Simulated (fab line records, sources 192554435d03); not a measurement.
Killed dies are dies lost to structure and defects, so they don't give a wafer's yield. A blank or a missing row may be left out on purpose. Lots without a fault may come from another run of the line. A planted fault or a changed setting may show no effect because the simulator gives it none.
Which tool did it? | flow n5_finfet | 7 lots, 21 wafers sampled, at 5 steps of a route of 1938

WHAT THE GAUGES READ, wafer by wafer
N5_BEOL_M4_OCD_MEAS_38.
lot  | measured     | on     | trench_depth_nm (nm)
L304 | day 8 16:08  | ocd-02 | 55.6 54.6 54.9
L311 | day 11 00:05 | ocd-01 | 55.3 53.9 56.0
L316 | day 13 03:12 | ocd-01 | 77.6 74.3 55.8
L319 | day 13 11:55 | ocd-02 | 75.3 78.7 54.5
L324 | day 14 05:44 | ocd-01 | 56.1 57.0 56.3
L326 | day 14 17:45 | ocd-02 | 54.7 55.9 55.7
L327 | day 15 21:27 | ocd-02 | 53.8 56.8 56.6

WHICH TOOL RAN EACH LOT (tool, then ch and the chambers of the sampled wafers, then the start)
lot  | N5_BEOL_M4_ETCH_77                 | N5_BEOL_M4_VIA_ETCH_34             | N5_BEOL_M4_TRENCH_ETCH_37          | N5_BEOL_M4_ETCH_41
L304 | rie_diel-04 ch 0,1, day 8 01:07    | rie_diel-06 ch 0,1,2, day 8 15:53  | rie_diel-06 ch 0,1,2, day 8 15:59  | rie_diel-06 ch 0,1,2, day 8 16:08 or earlier
L311 | rie_diel-04 ch 0,1,2, day 10 09:21 | rie_diel-06 ch 0,1,3, day 10 23:50 | rie_diel-06 ch 0,1,3, day 10 23:56 | rie_diel-06 ch 0,1,3, day 11 00:05 or earlier
L316 | rie_diel-01 ch 0,2, day 12 19:59   | rie_diel-06 ch 0,3, day 13 02:56   | rie_diel-06 ch 0,3, day 13 03:02   | rie_diel-06 ch 0,3, day 13 03:12 or earlier
L319 | rie_diel-01 ch 0,2, day 12 21:02   | rie_diel-06 ch 0,3, day 13 11:40   | rie_diel-06 ch 0,3, day 13 11:46   | rie_diel-06 ch 0,3, day 13 11:55 or earlier
L324 | rie_diel-06 ch 1,3, day 13 14:07   | rie_diel-01 ch 0,3, day 14 05:29   | rie_diel-01 ch 0,3, day 14 05:35   | rie_diel-01 ch 0,3, day 14 05:44 or earlier
L326 | rie_diel-06 ch 0,2, day 13 17:47   | rie_diel-01 ch 0,3, day 14 17:29   | rie_diel-01 ch 0,3, day 14 17:35   | rie_diel-01 ch 0,3, day 14 17:45 or earlier
L327 | rie_diel-01 ch 0,2, day 15 01:09   | rie_diel-01 ch 1,2,3, day 15 21:11 | rie_diel-01 ch 1,2,3, day 15 21:17 | rie_diel-01 ch 1,2,3, day 15 21:27 or earlier
- N5_BEOL_M4_ETCH_77: etches underlayer in N2/H2, target depth 6.5 nm, time 5.2 s.
- N5_BEOL_M4_VIA_ETCH_34: etches the open film in C4F6/O2, target depth 69.4 nm, time 65.9 s.
- N5_BEOL_M4_TRENCH_ETCH_37: etches SiOC in C4F6/O2, target depth 55.555 nm, time 29.2 s.
- N5_BEOL_M4_ETCH_41: etches SiCN in CH3F/O2, target depth 29.9 nm, time 52.5 s.

THE ANSWER, worked out from the rows above alone
Rule: what is usual is taken from the lots themselves. Put in order of their means at a reading, lots are off if they are a third of the lots or fewer, leave a main group of 4 or more, and stand apart from it by a gap of 3 or more times the standard deviation of the main group's means; of several such gaps the widest counts. A main group whose means are all the same, to the digits that the tables above print for the reading, isn't used. A lot without any number at a reading at which 4 lots or more have one is off too. The other lots that the step has rows for count as sound.
Off: L316, L319, at N5_BEOL_M4_OCD_MEAS_38 (trench_depth_nm). The main group: mean 55.5 nm, standard deviation 0.53.
A tool fits if, at a process step before that reading, it ran every lot that is off, and no sound lot after the first of them. The gauges at N5_BEOL_M4_OCD_MEAS_38 are tried like those tools. N5_BEOL_M4_ETCH_41 gives no start for some lots, so the hours and the order of its lots are those of N5_BEOL_M4_OCD_MEAS_38. One fits: rie_diel-06 at N5_BEOL_M4_VIA_ETCH_34 and N5_BEOL_M4_TRENCH_ETCH_37 and N5_BEOL_M4_ETCH_41. At N5_BEOL_M4_VIA_ETCH_34 its last sound lot is L311 (day 10 23:50), its first lot that is off L316 (day 13 02:56): a fault that began between those two fits.

WHAT THE SIMULATOR HAD PUT IN
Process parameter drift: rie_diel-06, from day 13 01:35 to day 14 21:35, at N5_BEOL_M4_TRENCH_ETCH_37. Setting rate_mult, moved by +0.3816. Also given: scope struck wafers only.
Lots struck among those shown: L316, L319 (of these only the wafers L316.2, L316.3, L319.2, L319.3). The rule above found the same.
